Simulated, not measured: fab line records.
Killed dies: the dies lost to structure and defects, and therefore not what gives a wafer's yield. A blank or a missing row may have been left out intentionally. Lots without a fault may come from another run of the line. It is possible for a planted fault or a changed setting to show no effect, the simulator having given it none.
Chamber matching | flow n5-finfet | ald-sin-04 running N5_SDB_ALD_29: 4 sister chambers
The step deposits SiNx, target thk 30 nm, pulse time 1 s, ald cycles 600. 14 wafers are shown with their chamber, then 7 later ones without.

EACH WAFER AND ITS CHAMBER
wafer  | chamber | heater-power-w (W) | heater-power-outer-w (W) | precursor-pulse-height-rel
L074.1 | 1       | 839                | 509                      | 0.976
L074.4 | 0       | 812                | 495                      | 1.001
L074.5 | 3       | 901                | 520                      | 1.017
L082.1 | 3       | 910                | 515                      | 1.003
L082.2 | 1       | 846                | 493                      | 0.989
L082.3 | 2       | 783                | 470                      | 0.978
L083.4 | 0       | 798                | 486                      | 0.988
L083.5 | 3       | 931                | 519                      | 0.991
L083.6 | 0       | 830                | 492                      | 1.003
L085.4 | 1       | 829                | 506                      | 1.020
L085.5 | 2       | 751                | 478                      | 1.035
L085.6 | 1       | 836                | 522                      | 0.977
L090.3 | 3       | 920                | 526                      | 0.993
L090.4 | 0       | 822                | 491                      | 1.025

SIGNATURES (means of the wafers above)
reading                    | chamber 0 | chamber 1 | chamber 2 | chamber 3 | scatter within a chamber
heater-power-w             | 815.50    | 837.50    | 767.00    | 915.50    | 13.2
heater-power-outer-w       | 491.00    | 507.50    | 474.00    | 520.00    | 7.49
precursor-pulse-height-rel | 1.00425   | 0.99050   | 1.00650   | 1.00100   | 0.0201
Rule: distance of a wafer from a chamber = root of the sum over the readings of ((wafer's reading minus chamber's mean) / reading's scatter) squared. If the next closest chamber is less than 2 further off than the closest, the wafer can't be placed; otherwise it belongs to the closest. The scatter is the square root of a quotient: the sum, over the shown wafers, of each reading's squared deviation from its chamber's mean, divided by wafers minus chambers.

WAFERS WITHOUT THEIR CHAMBER
wafer  | heater-power-w (W) | heater-power-outer-w (W) | precursor-pulse-height-rel
L090.6 | 844                | 519                      | 1.011
L091.2 | 826                | 518                      | 1.007
L091.4 | 793                | 474                      | 1.017
L091.5 | 914                | 514                      | 0.984
L094.2 | 925                | 519                      | 1.014
L094.3 | 784                | 468                      | 0.997
L094.6 | 824                | 496                      | 1.034

CHAMBER TAKEN BY EACH
wafer  | from the rows above     | in truth
L090.6 | 1                       | 1
L091.2 | can't be placed: 1 or 0 | 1
L091.4 | can't be placed: 2 or 0 | 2
L091.5 | 3                       | 3
L094.2 | 3                       | 3
L094.3 | 2                       | 2
L094.6 | can't be placed: 0 or 1 | 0
4 of 7 placed correctly. Can't be placed from these rows: 3 (the true chamber is among the candidates in 3). Wrongly placed: 0.
